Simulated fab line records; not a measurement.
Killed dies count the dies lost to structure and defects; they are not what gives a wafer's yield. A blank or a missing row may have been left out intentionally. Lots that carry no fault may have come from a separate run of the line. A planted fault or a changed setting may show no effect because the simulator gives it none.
fab line records | flow n5Finfet
record: lots: 10 | wafers: 30 | lastDay: 16
route steps=1938 shown MOL_CONTACT_COAG@610 MIM_BOT_LITHO@1863 TV_LITHO@1886 PASSIVATION@1930
lots that met no fault: taken from a fault-free run of the same line
startH: hours from the record's first day to the start of the lot's first wafer shown | waitH: time in hours since the lot's previous step | " unchanged from the row above | L1.1+2: a row that stands for several wafers | - no value, or no start given | * or withheld: withheld | < > ~ a bound
route shown NAME@n: a module of which the file shows steps, and the number in the route of the first | usual: mean and standard deviation over wafers with no fault | same: alike in all rows | chamber/n: place in a boat | sites: readings site by site | _std_site: their standard deviation | _edge_site: mean of outer sites minus mean of inner sites | radiusMm: how far each site lies from the wafer's centre | mask NAME#n: copy n | behind: the most recent tool/chamber to have shaped the wafer | hold: reason for holding the lot/hours on hold/outcome of the hold | device: whichever transistor did not switch (one of n, p or np) | end of line: tests run on the same wafers once the route is complete | where a step has no rows: the recipe by itself | killed: dies lost to structure and defects at the first sort, not the wafer's yield | map: a wafer's dies, x killed, . not, _ none there
set.NAME: setting as actually run; set.NAME@STEP: the setting as run at that earlier step | model.NAME: the simulator's own value behind a step, which no gauge read
route steps across a sampled set of lots; one table per step, one row per wafer
services: from which hour (startH, from the record's first day; less than 0 if before it) a tool's chamber was out of use, for how many hours, and why
== steps ==
step: N5_MOL_CONTACT_COAG_ETCH_67
recipe: chemistry: N2/H2 | target: SOC | targetDepthA: 600 | overetchA: 210 | maskMaterial: SiARC | tempC: 40 | timeS: 101.2 | ionEnergyEv: 200 | pressureMtorr: 30 | sourceW: 840 | biasW: 150 | n2FlowSccm: 200 | h2FlowSccm: 200
usual: drypumpMotorCurrentA: 5.6/0.46 | oesProductAu: 0.67/0.08 | rfVppV: 524.7/2.7 | showerheadPlenumPTorr: 2.58/0.098 | throttleValvePct: 17.86/0.28
lot.wafer | tool       | chamber | startH | waitH | drypumpMotorCurrentA | oesProductAu | rfHoursCounterH | rfVppV | showerheadPlenumPTorr | throttleValvePct
L373.1    | rieDiel-05 | 1       | 118.85 | 0.0   | 5.2                  | 0.72         | 53              | 524.0  | 2.59                  | 18.08
L373.3    | "          | 0       | "      | "     | 5.9                  | 0.84         | 0               | 521.9  | 2.49                  | 17.42
L373.4    | "          | 3       | "      | "     | 4.8                  | 0.62         | -               | 527.0  | 2.65                  | 17.88
L375.1    | rieDiel-06 | 2       | 133.02 | 0.0   | 5.1                  | 0.61         | 172             | 520.4  | 2.43                  | 18.15
L375.4    | "          | 1       | "      | "     | 5.9                  | 0.58         | 235             | 520.8  | 2.41                  | 18.51
L375.5    | "          | 0       | "      | "     | 5.8                  | 0.58         | -               | 524.6  | 2.52                  | 18.27
L377.1    | rieDiel-05 | 3       | 137.68 | 0.0   | 4.8                  | 0.60         | 180             | 525.5  | 2.65                  | 17.90
L377.3    | "          | 1       | "      | "     | 5.2                  | 0.71         | 61              | 523.9  | 2.59                  | 18.08
L377.5    | "          | 0       | "      | "     | 5.9                  | 0.79         | -               | 522.2  | 2.49                  | 17.43
L379.1    | rieDiel-05 | 0       | 158.24 | 0.0   | 5.9                  | 0.77         | 17              | 522.0  | 2.48                  | 17.47
L379.5    | "          | 3       | "      | "     | 4.9                  | 0.60         | -               | 528.3  | 2.64                  | 17.91
L379.6    | "          | 0       | "      | "     | 5.9                  | 0.77         | -               | 523.8  | 2.48                  | 17.47
L380.4    | rieDiel-05 | 3       | 158.98 | 0.0   | 4.8                  | 0.60         | 190             | 525.7  | 2.64                  | 17.92
L380.5    | "          | 3       | "      | "     | 4.8                  | 0.60         | -               | 525.6  | 2.64                  | 17.92
L380.6    | "          | 0       | "      | "     | 5.9                  | 0.77         | -               | 521.2  | 2.48                  | 17.45
L381.2    | rieDiel-05 | 2       | 166.02 | 0.0   | 5.5                  | 0.77         | 8               | 528.4  | 2.72                  | 17.57
L381.4    | "          | 1       | "      | "     | 5.2                  | 0.69         | 74              | 526.3  | 2.58                  | 18.10
L381.5    | "          | 0       | "      | "     | 5.9                  | 0.76         | -               | 522.9  | 2.48                  | 17.45
L383.1    | rieDiel-05 | 0       | 179.54 | 0.0   | 5.9                  | 0.75         | 25              | 521.5  | 2.48                  | 17.48
L383.2    | "          | 1       | "      | "     | 5.2                  | 0.69         | 78              | 524.5  | 2.58                  | 18.11
L383.3    | "          | 3       | "      | "     | 4.8                  | 0.59         | 197             | 525.8  | 2.64                  | 17.93
L384.1    | rieDiel-05 | 2       | 184.10 | 0.0   | 5.5                  | 0.76         | 13              | 527.7  | 2.72                  | 17.58
L384.2    | "          | 3       | "      | "     | 4.9                  | 0.60         | 198             | 525.7  | 2.64                  | 17.94
L384.6    | "          | 2       | "      | "     | 5.5                  | 0.76         | -               | 528.5  | 2.71                  | 17.58
L386.2    | rieDiel-06 | 2       | 191.21 | 0.0   | 5.1                  | 0.61         | 189             | 520.8  | 2.42                  | 18.19
L386.3    | "          | 0       | "      | "     | 5.8                  | 0.57         | 238             | 522.7  | 2.51                  | 18.29
L386.5    | "          | 0       | "      | "     | 5.8                  | 0.57         | -               | 523.7  | 2.51                  | 18.28
L390.1    | rieDiel-05 | 0       | 219.17 | 0.0   | 5.9                  | 0.74         | 40              | 522.0  | 2.47                  | 17.48
L390.4    | "          | 3       | "      | "     | 4.9                  | 0.58         | 212             | 524.1  | 2.63                  | 17.95
L390.6    | "          | 2       | "      | "     | 5.6                  | 0.73         | -               | 527.0  | 2.71                  | 17.61
step: N5_MIM_BOT_LITHO_OVL_MEAS_11
recipe: pointsPerWafer: 44
usual: MIM_BOT_OVL: -1/5.1
lot.wafer | tool       | chamber | startH | waitH | MIM_BOT_OVL[nm]
L373.1    | overlay-02 | 0       | 285.07 | 0.0   | 0
L373.3    | "          | 0       | "      | "     | -4
L373.4    | "          | 0       | "      | "     | -5
L375.1    | overlay-01 | 0       | 295.27 | 0.0   | -5
L375.4    | "          | 0       | "      | "     | 2
L375.5    | "          | 0       | "      | "     | -8
L377.1    | overlay-02 | 0       | 298.67 | 0.0   | 2
L377.3    | "          | 0       | "      | "     | -6
L377.5    | "          | 0       | "      | "     | 1
L379.1    | overlay-02 | 0       | 316.73 | 0.0   | 3
L379.5    | "          | 0       | "      | "     | 6
L379.6    | "          | 0       | "      | "     | 0
L380.4    | overlay-01 | 0       | 326.81 | 0.0   | 0
L380.5    | "          | 0       | "      | "     | -5
L380.6    | "          | 0       | "      | "     | 2
L381.2    | overlay-02 | 0       | 332.66 | 0.0   | -8
L381.4    | "          | 0       | "      | "     | -2
L381.5    | "          | 0       | "      | "     | 10
L383.1    | overlay-02 | 0       | 338.84 | 0.0   | -6
L383.2    | "          | 0       | "      | "     | 1
L383.3    | "          | 0       | "      | "     | -1
L384.1    | overlay-02 | 0       | 351.89 | 0.0   | 2
L384.2    | "          | 0       | "      | "     | 7
L384.6    | "          | 0       | "      | "     | 3
L386.2    | overlay-02 | 0       | 369.87 | 0.0   | 3
L386.3    | "          | 0       | "      | "     | 4
L386.5    | "          | 0       | "      | "     | 5
L390.1    | overlay-01 | 0       | 380.63 | 0.0   | 5
L390.4    | "          | 0       | "      | "     | -3
L390.6    | "          | 0       | "      | "     | -7
step: N5_PASSIVATION_DESCUM_12
recipe: chemistry: O2 | timeS: 7.9 | sourcePowerW: 50 | biasPowerW: 20 | pressureMtorr: 20 | rfFrequencyHz: 2.712e+07 | tempC: 40 | o2FlowSccm: 225
usual: drypumpMotorCurrentA: 5.8/0.62 | oesProductAu: 0.81/0.088 | rfVppV: 243.4/1.5 | showerheadPlenumPTorr: 2.11/0.079 | throttleValvePct: 20.37/0.17
lot.wafer | tool       | chamber | startH | waitH | drypumpMotorCurrentA | oesProductAu | rfHoursCounterH | rfVppV | showerheadPlenumPTorr | throttleValvePct
L373.1    | rieDiel-01 | 1       | 286.95 | 0.2   | 4.7                  | 0.90         | 30              | 244.2  | 2.13                  | 20.37
L373.3    | "          | 0       | "      | "     | 5.8                  | 0.88         | 56              | 244.6  | 2.21                  | 20.22
L373.4    | "          | 0       | "      | "     | 5.8                  | 0.88         | -               | 243.0  | 2.21                  | 20.19
L375.1    | rieDiel-03 | 2       | 298.26 | 0.0   | 5.5                  | 0.69         | 225             | 242.1  | 2.06                  | 20.59
L375.4    | "          | 1       | "      | "     | 6.1                  | 0.70         | 180             | 243.7  | 2.18                  | 20.63
L375.5    | "          | 3       | "      | "     | 6.4                  | 0.84         | -               | 245.0  | 2.23                  | 20.16
L377.1    | rieDiel-04 | 2       | 302.94 | 0.2   | 6.1                  | 0.94         | 13              | 243.3  | 2.06                  | 20.28
L377.3    | "          | 0       | "      | "     | 5.4                  | 0.73         | 199             | 244.0  | 2.16                  | 20.59
L377.5    | "          | 1       | "      | "     | 5.4                  | 0.87         | -               | 242.9  | 2.12                  | 20.34
L379.1    | rieDiel-01 | 0       | 318.49 | 0.0   | 5.9                  | 0.87         | 65              | 243.8  | 2.21                  | 20.21
L379.5    | "          | 3       | "      | "     | 6.2                  | 0.75         | -               | 242.5  | 2.00                  | 20.26
L379.6    | "          | 2       | "      | "     | 6.6                  | 0.88         | -               | 242.9  | 2.05                  | 20.51
L380.4    | rieDiel-03 | 1       | 328.59 | 0.0   | 6.1                  | 0.70         | 191             | 244.1  | 2.18                  | 20.63
L380.5    | "          | 3       | "      | "     | 6.4                  | 0.83         | -               | 244.7  | 2.22                  | 20.18
L380.6    | "          | 0       | "      | "     | 5.1                  | 0.71         | -               | 240.0  | 1.99                  | 20.35
L381.2    | rieDiel-03 | 0       | 336.27 | 0.1   | 5.1                  | 0.71         | 209             | 242.1  | 1.99                  | 20.34
L381.4    | "          | 2       | "      | "     | 5.4                  | 0.70         | 237             | 243.6  | 2.06                  | 20.59
L381.5    | "          | 2       | "      | "     | 5.5                  | 0.69         | -               | 241.7  | 2.06                  | 20.59
L383.1    | rieDiel-04 | 1       | 340.64 | 0.2   | 5.4                  | 0.85         | 59              | 243.8  | 2.11                  | 20.35
L383.2    | "          | 2       | "      | "     | 6.1                  | 0.92         | 27              | 242.2  | 2.05                  | 20.29
L383.3    | "          | 0       | "      | "     | 5.4                  | 0.73         | 213             | 244.2  | 2.15                  | 20.63
L384.1    | rieDiel-04 | 3       | 357.03 | 0.1   | 6.8                  | 0.92         | 12              | 245.7  | 2.23                  | 19.95
L384.2    | "          | 2       | "      | "     | 6.1                  | 0.91         | 33              | 243.3  | 2.05                  | 20.30
L384.6    | "          | 2       | "      | "     | 6.1                  | 0.91         | -               | 242.0  | 2.05                  | 20.32
L386.2    | rieDiel-04 | 0       | 371.42 | 0.0   | 5.4                  | 0.72         | 221             | 243.8  | 2.15                  | 20.64
L386.3    | "          | 2       | "      | "     | 6.1                  | 0.90         | 37              | 243.7  | 2.05                  | 20.32
L386.5    | "          | 2       | "      | "     | 6.1                  | 0.89         | -               | 240.4  | 2.05                  | 20.31
L390.1    | rieDiel-03 | 3       | 384.47 | 0.7   | 6.4                  | 0.81         | 81              | 243.9  | 2.21                  | 20.22
L390.4    | "          | 0       | "      | "     | 5.1                  | 0.69         | -               | 240.0  | 1.99                  | 20.36
L390.6    | "          | 3       | "      | "     | 6.4                  | 0.80         | -               | 244.4  | 2.22                  | 20.21
step: N5_PASSIVATION_ETCH_54
recipe: chemistry: CHF3/O2 | target: SiO2 | targetDepthA: 8800 | CHF3_flow_sccm: 50 | O2_flow_sccm: 5 | Ar_flow_sccm: 200 | timeS: 440 | maskMaterial: PR | pressureMtorr: 30 | sourceW: 650 | biasW: 170 | ionEnergyEv: 200
usual: drypumpMotorCurrentA: 5.7/0.46 | oesProductAu: 0.81/0.077 | rfVppV: 528/5.9 | showerheadPlenumPTorr: 2.45/0.079 | throttleValvePct: 18.76/0.21
lot.wafer | tool       | chamber | startH | waitH | drypumpMotorCurrentA | oesProductAu | rfHoursCounterH | rfVppV | showerheadPlenumPTorr | throttleValvePct
L373.1    | rieDiel-05 | 3       | 291.37 | 0.1   | 4.8                  | 0.68         | 236             | 527    | 2.47                  | 18.89
L373.3    | "          | 0       | "      | "     | 5.9                  | 0.85         | 65              | 518    | 2.34                  | 18.44
L373.4    | "          | 2       | "      | "     | 5.5                  | 0.83         | 51              | 527    | 2.55                  | 18.66
L375.1    | rieDiel-06 | 0       | 302.66 | 0.1   | 5.8                  | 0.91         | 12              | 516    | 2.36                  | 18.79
L375.4    | "          | 2       | "      | "     | 5.1                  | 0.69         | 235             | 524    | 2.28                  | 19.21
L375.5    | "          | 0       | "      | "     | 5.8                  | 0.92         | -               | 514    | 2.36                  | 18.79
L377.1    | rieDiel-05 | 3       | 307.24 | 0.1   | 4.8                  | 0.67         | 242             | 527    | 2.47                  | 18.91
L377.3    | "          | 2       | "      | "     | 5.5                  | 0.83         | 57              | 527    | 2.54                  | 18.66
L377.5    | "          | 1       | "      | "     | 5.2                  | 0.78         | -               | 538    | 2.42                  | 19.09
L379.1    | rieDiel-02 | 0       | 322.70 | 0.1   | 6.4                  | 0.71         | 225             | 528    | 2.38                  | 18.68
L379.5    | "          | 1       | "      | "     | 6.6                  | 0.77         | -               | 528    | 2.50                  | 18.54
L379.6    | "          | 0       | "      | "     | 6.4                  | 0.71         | -               | 529    | 2.38                  | 18.68
L380.4    | rieDiel-06 | 2       | 333.51 | 0.1   | 5.1                  | 0.68         | 247             | 524    | 2.28                  | 19.22
L380.5    | "          | 0       | "      | "     | 5.8                  | 0.89         | -               | 514    | 2.35                  | 18.81
L380.6    | "          | 3       | "      | "     | 5.7                  | 0.80         | -               | 532    | 2.53                  | 18.71
L381.2    | rieDiel-02 | 3       | 341.06 | 0.1   | 5.8                  | 0.87         | 38              | 527    | 2.35                  | 18.54
L381.4    | "          | 3       | "      | "     | 5.8                  | 0.88         | -               | 528    | 2.35                  | 18.54
L381.5    | "          | 1       | "      | "     | 6.6                  | 0.77         | -               | 527    | 2.50                  | 18.57
L383.1    | rieDiel-06 | 0       | 346.60 | 0.1   | 5.8                  | 0.87         | 30              | 515    | 2.35                  | 18.83
L383.2    | "          | 1       | "      | "     | 5.9                  | 0.86         | 67              | 532    | 2.54                  | 19.04
L383.3    | "          | 3       | "      | "     | 5.7                  | 0.80         | 96              | 530    | 2.53                  | 18.74
L384.1    | rieDiel-06 | 3       | 360.65 | 0.1   | 5.8                  | 0.79         | 102             | 531    | 2.53                  | 18.75
L384.2    | "          | 0       | "      | "     | 5.8                  | 0.86         | 37              | 514    | 2.35                  | 18.82
L384.6    | "          | 1       | "      | "     | 5.9                  | 0.85         | -               | 530    | 2.54                  | 19.07
L386.2    | rieDiel-06 | 2       | 375.21 | 0.1   | 5.1                  | 0.98         | 2               | 531    | 2.56                  | 18.81
L386.3    | "          | 3       | "      | "     | 5.7                  | 0.79         | 109             | 531    | 2.52                  | 18.76
L386.5    | "          | 1       | "      | "     | 5.9                  | 0.83         | -               | 531    | 2.53                  | 19.07
L390.1    | rieDiel-05 | 2       | 388.17 | 0.1   | 5.5                  | 0.79         | 91              | 528    | 2.53                  | 18.74
L390.4    | "          | 2       | "      | "     | 5.5                  | 0.79         | -               | 526    | 2.53                  | 18.73
L390.6    | "          | 3       | "      | "     | 4.8                  | 0.94         | -               | 526    | 2.46                  | 18.60
step: N5_PASSIVATION_PROBE_49
usual: defectLimitedYield: 91.7/1.5 | killed_at_M0_to_M3: 30/8.6 | killed_at_M4_up: 12/4.5 | killedAtContacts: 13/5.8 | killedAtFrontEnd: 38/11 | killedAtOther: 4/3 | killedDies: 97/17 | killedOnRim: 13/3.6 | killedOpen: 63/12 | killedShort: 32/8.8 | sort_bin_5_function: 4.8/0.91 | sort_bin_6_memory: 3.1/0.68 | sortNPass: 1083/17 | sortYieldPct: 91.7/1.5
same: grossDies: 1180 | killedAtBackSide: 0 | sort_bin_4_leakage[%]: 0 | sort_bin_8_speed[%]: 0
lot.wafer | tool      | chamber | startH | waitH | defectLimitedYield[%] | killed_at_M0_to_M3 | killed_at_M4_up | killedAtContacts | killedAtFrontEnd | killedAtOther | killedDies | killedOnRim | killedOpen | killedShort | sort_bin_5_function[%] | sort_bin_6_memory[%] | sortNPass | sortYieldPct[%]
L383.1    | prober-02 | -       | 349.39 | 0.0   | 81.5                  | 32                 | 11              | 125              | 39               | 11            | 218        | 31          | 70         | 30          | 9.2                    | 5.1                  | 962       | 81.5
L383.2    | prober-02 | -       | 349.44 | 0.1   | 86.1                  | 28                 | 10              | 82               | 41               | 3             | 164        | 34          | 48         | 39          | 8.1                    | 2.9                  | 1016      | 86.1
L383.3    | prober-02 | -       | 349.49 | 0.1   | 80.4                  | 33                 | 23              | 131              | 43               | 1             | 231        | 33          | 75         | 38          | 10.9                   | 4.1                  | 949       | 80.4
L384.1    | prober-02 | -       | 363.43 | 0.0   | 82.3                  | 21                 | 9               | 166              | 11               | 2             | 209        | 23          | 38         | 14          | 10.6                   | 3.2                  | 971       | 82.3
L384.2    | prober-02 | -       | 363.48 | 0.1   | 84.8                  | 26                 | 8               | 122              | 22               | 1             | 179        | 28          | 36         | 20          | 9.2                    | 2.6                  | 1001      | 84.8
L384.6    | prober-02 | -       | 363.68 | 0.3   | 82.4                  | 13                 | 5               | 166              | 22               | 2             | 208        | 19          | 43         | 14          | 10.6                   | 2.4                  | 972       | 82.4
L390.1    | prober-02 | -       | 391.01 | 0.0   | 80.5                  | 51                 | 7               | 121              | 48               | 3             | 230        | 38          | 78         | 33          | 10.6                   | 5.1                  | 950       | 80.5
L390.4    | prober-02 | -       | 391.16 | 0.2   | 82.5                  | 32                 | 8               | 122              | 41               | 4             | 207        | 29          | 55         | 35          | 9.6                    | 3.9                  | 973       | 82.5
L390.6    | prober-02 | -       | 391.26 | 0.3   | 80.9                  | 29                 | 7               | 153              | 33               | 3             | 225        | 22          | 38         | 37          | 10.8                   | 3.9                  | 955       | 80.9
killed by level:class
L383.1 MOL_CONTACT_COAG:unspecified=116 FIN_SAQP:geometricParticle:short=8 DUMMY_GATE:geometricParticle:open=8 MOL_CONTACT_COAG:geometricParticle:open=8 BEOL_M0_SAQP:geometricParticle:open=8 BEOL_M0_SAQP:geometricParticle:short=8 PAD_METAL:geometricParticle:open=7 BEOL_M1:geometricParticle:open=6
L383.2 MOL_CONTACT_COAG:unspecified=73 BEOL_M3:geometricParticle:short=10 GATE_CUT:geometricParticle:short=8 STI_FIN_REVEAL:geometricParticle:open=7 MOL_CONTACT_COAG:geometricParticle:open=7 BEOL_M2:geometricParticle:open=6 STARTING-WAFER:geometricParticle:short=6 BEOL_M3:geometricParticle:open=5
L383.3 MOL_CONTACT_COAG:unspecified=117 BEOL_M1:geometricParticle:open=13 BEOL_M4:geometricParticle:open=10 MOL_CONTACT_COAG:geometricParticle:open=10 FIN_SAQP:geometricParticle:short=8 DUMMY_GATE:geometricParticle:open=7 BEOL_M0_SAQP:geometricParticle:open=7 GATE_CUT:geometricParticle:open=6
L384.1 MOL_CONTACT_COAG:unspecified=157 BEOL_M3:geometricParticle:open=9 MOL_CONTACT_COAG:geometricParticle:open=7 BEOL_M6:geometricParticle:open=5 GATE_CUT:geometricParticle:short=4 BEOL_M0_SAQP:geometricParticle:short=4 BEOL_M1:geometricParticle:open=4 BEOL_M0_SAQP:geometricParticle:open=3
L384.2 MOL_CONTACT_COAG:unspecified=120 BEOL_M0_SAQP:geometricParticle:short=7 FIN_SAQP:geometricParticle:open=4 STI_FIN_REVEAL:geometricParticle:open=4 BEOL_M1:geometricParticle:open=4 BEOL_M3:geometricParticle:open=4 BEOL_M6:geometricParticle:open=4 BEOL_M1:geometricParticle:short=3
L384.6 MOL_CONTACT_COAG:unspecified=151 MOL_CONTACT_COAG:geometricParticle:open=12 STI_FIN_REVEAL:geometricParticle:open=5 BEOL_M1:geometricParticle:open=4 STARTING-WAFER:geometricParticle:open=4 MOL_CONTACT_COAG:geometricParticle:short=3 BEOL_M0_SAQP:geometricParticle:open=3 STARTING-WAFER:geometricParticle:short=3
L390.1 MOL_CONTACT_COAG:unspecified=115 STI_FIN_REVEAL:geometricParticle:open=17 BEOL_M0_SAQP:geometricParticle:open=14 BEOL_M1:geometricParticle:open=9 BEOL_M3:geometricParticle:open=9 BEOL_M0_SAQP:geometricParticle:short=7 FIN_SAQP:geometricParticle:short=6 BEOL_M3:geometricParticle:short=6
L390.4 MOL_CONTACT_COAG:unspecified=115 STI_FIN_REVEAL:geometricParticle:open=17 BEOL_M0_SAQP:geometricParticle:short=11 GATE_CUT:geometricParticle:short=8 BEOL_M0_SAQP:geometricParticle:open=6 MOL_CONTACT_COAG:geometricParticle:open=6 STI_FIN_REVEAL:geometricParticle:short=5 BEOL_M2:geometricParticle:open=5
L390.6 MOL_CONTACT_COAG:unspecified=147 FIN_SAQP:geometricParticle:short=13 BEOL_M3:geometricParticle:open=7 BEOL_M0_SAQP:geometricParticle:open=6 FIN_SAQP:geometricParticle:open=5 GATE_CUT:geometricParticle:short=5 BEOL_M0_SAQP:geometricParticle:short=5 BEOL_M2:geometricParticle:open=5
== services ==
tool       | chamber | startH | hours | kind
rieDiel-05 | 0       | 97.85  | -     | clean
rieDiel-05 | 0       | 97.85  | -     | consumableReplace:focusRing
rieDiel-05 | 0       | 97.85  | 20.0  | scheduledDown
rieDiel-05 | 0       | 97.85  | 20.0  | ventCycle
rieDiel-06 | 1       | 99.50  | 6.9   | repair
rieDiel-05 | 2       | 118.45 | -     | clean
rieDiel-05 | 2       | 118.45 | -     | consumableReplace:focusRing
rieDiel-05 | 2       | 118.45 | -     | consumableReplace:showerhead
rieDiel-03 | -       | 123.29 | 14.6  | pm
rieDiel-04 | 2       | 124.85 | 24.6  | repair
rieDiel-04 | 0       | 161.53 | 6.6   | repair
rieDiel-03 | 1       | 175.27 | 12.3  | repair
rieDiel-04 | 3       | 193.45 | 8.9   | repair
rieDiel-06 | 0       | 200.31 | 15.8  | repair
rieDiel-04 | -       | 211.67 | 2.8   | pm
rieDiel-01 | -       | 217.33 | 9.7   | repair
rieDiel-04 | -       | 217.33 | 2.1   | repair
rieDiel-01 | -       | 229.97 | 2.8   | pm
rieDiel-04 | 1       | 239.23 | 6.4   | repair
rieDiel-01 | 3       | 284.47 | 7.4   | repair
rieDiel-05 | 0       | 304.59 | 5.7   | repair
rieDiel-06 | 3       | 310.47 | 18.0  | repair
rieDiel-06 | 2       | 382.78 | 5.8   | repair
rieDiel-05 | 0       | 383.06 | 16.6  | repair
== key ==
firstSign: step: N5_PASSIVATION_PROBE_49 | reading: killedAtContacts | direction: up | sigmas: 20 | usual: 13 | struck: 132
effect: step: N5_PASSIVATION_PROBE_49 | reading: killedDies | direction: up | sigmas: 6.4 | usual: 97 | struck: 208
moreKillsBornAt: N5_MOL_CONTACT_COAG_ETCH_67@rieDiel-05: 1111
metAt N5_MOL_CONTACT_COAG_ETCH_67
struckLots L383,L384,L390
notActingAt N5_MIM_BOT_LITHO_OVL_MEAS_11,N5_PASSIVATION_DESCUM_12,N5_PASSIVATION_ETCH_54
onsetBetween 166.02 179.54
fault: kind: chamberParticleSource | tool: rieDiel-05 | chamber: - | onsetH: 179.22 | steps: N5_MOL_CONTACT_COAG_ETCH_67 | ratePerVisitCm2: 2.2218 | endH: 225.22
